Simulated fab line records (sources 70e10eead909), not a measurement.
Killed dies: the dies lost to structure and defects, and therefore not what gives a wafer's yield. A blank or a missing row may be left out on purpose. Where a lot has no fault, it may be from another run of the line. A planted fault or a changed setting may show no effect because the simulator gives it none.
A lot that was struck, set against a sound lot ; flow nand harc ; 17 steps out of a route of 1302
Sound: these wafers, L644.3, L644.5, L644.6. Wafers L647.3, L647.4, L647.6 were the ones struck. The cause comes at the end.
At each step with rows: each side's tool, then ch and its chambers, then its first start. Under that, the readings that differ: sound wafers ; struck wafers ; difference of the means ; sigmas: that difference in standard deviations of wafers without a fault.
alike: readings with means less than 2 such deviations apart, plus words and numbers identical on both sides. not compared: withheld readings, readings lacking a value on some wafer, bounds such as >300 that could conceal the same value, and numbers that have no deviation in the record and whose values overlap.
The two part at a step that has a row with sigmas, a row that says differs or no value, or rows on one side only. Numbers that have no deviation but don't overlap get no sigmas and don't part them. A reading that every wafer of one side lacks parts them only if that side has two wafers or more.

NHARC_A_M1_INSPECT_11:
  sound on defect inspect-02, day 26 02:48; struck on defect inspect-02, day 26 20:52
  alike: raw defect count
NHARC_A_M1_DESCUM_14: chemistry O2, time 3 s.
  sound on rie diel-11 ch 1,3, day 26 02:53; struck on rie diel-11 ch 0,2,3, day 26 20:55
  alike: chamber pressure mTorr, drypump motor current A, oes product au, rf vpp V, showerhead plenum p Torr, throttle valve pct
  not compared: rf hours counter h
then, 1 step without rows for these wafers: NHARC_A_M1_ETCH_35 (etches the open film in N2/H2, target depth 40 nm, overetch 12 nm, time 43.94 s).
NHARC_A_M1_ETCH_15: etches the open film in C4F8/Ar, target depth 182.5 nm, time 91.2 s.
  sound on rie diel-11 ch 0,1; struck on rie diel-11 ch 1,2,3
  alike: chamber pressure mTorr, oes product au, rf vpp V
  not compared: rf hours counter h
NHARC_A_M1_CD_MEAS_16:
  sound on cd sem-01, day 26 03:14; struck on cd sem-03, day 26 21:14
  alike: cd nm
NHARC_A_M1_STRIP_18: strips in N2/H2.
  sound on rie diel-10 ch 2,3, day 26 03:18; struck on rie diel-11 ch 0,2, day 26 21:20
  alike: chamber pressure mTorr, drypump motor current A, oes product au, rf vpp V, showerhead plenum p Torr, throttle valve pct
  not compared: rf hours counter h
then, 5 steps without rows for these wafers: NHARC_A_M1_ETCH_28 (etches the open film in CF4/N2, target depth 30 nm, time 72.99 s); NHARC_A_M1_STRIP_19 (strips in post etch residue remover, time 600 s); NHARC_A_M1_DEGAS_29 (time 60 s); NHARC_A_M1_PRE_CLEAN_30 (time 30 s); NHARC_A_M1_PVD_20 (deposits TaN, target thk 5 nm, time 8.06 s).
NHARC_A_M1_PVD_21: deposits Cu, target thk 30 nm, time 20.49 s.
  sound on pvd sputter-02; struck on pvd sputter-01
  alike: throttle valve pct
NHARC_A_M1_ECD_22: material Cu, target thk 400 nm.
  sound on ecd cu-02 ch 0,1, day 26 04:26; struck on ecd cu-01 ch 0,1, day 26 22:24
  no value came back on the struck wafers for bath heat duty pct (%), bath temp c (C); on the sound wafers bath heat duty pct (%) reads 8.0 7.0 6.1
NHARC_A_M1_ANNEAL_31: time 90 s.
  sound on rtp anneal-02 ch 0, day 26 04:47; struck on rtp anneal-02 ch 0, day 26 22:47
  alike: wafer_temp_C_max
NHARC_A_M1_CMP_23: polishes, t overpolish 20 s, target thk 154.34 nm.
  sound on cmp-03 ch 0,3, day 26 05:02; struck on cmp-02 ch 0,1,3, day 26 23:01
reading;sound;struck;difference;sigmas
time to endpoint s (s);29.9 30.4 29.5;3.0 2.2 5.2;-26.5;-13
  alike: motor current A, slurry flow ml min
NHARC_A_M1_THK_MEAS_24: measures by xrf.
  sound on film metro-01, day 26 05:20; struck on film metro-02, day 26 23:20
reading;sound;struck;difference;sigmas
thk nm (nm);155.6 154.5 154.2;30.2 30.3 29.0;-124.9;-96
next, for these wafers, 1 step has no rows: NHARC_A_M1_SRD_25.

## WHERE THEY PART
Earliest at NHARC_A_M1_ECD_22; latest, in this record, at NHARC_A_M1_THK_MEAS_24.

WHY: whatever the simulator had introduced
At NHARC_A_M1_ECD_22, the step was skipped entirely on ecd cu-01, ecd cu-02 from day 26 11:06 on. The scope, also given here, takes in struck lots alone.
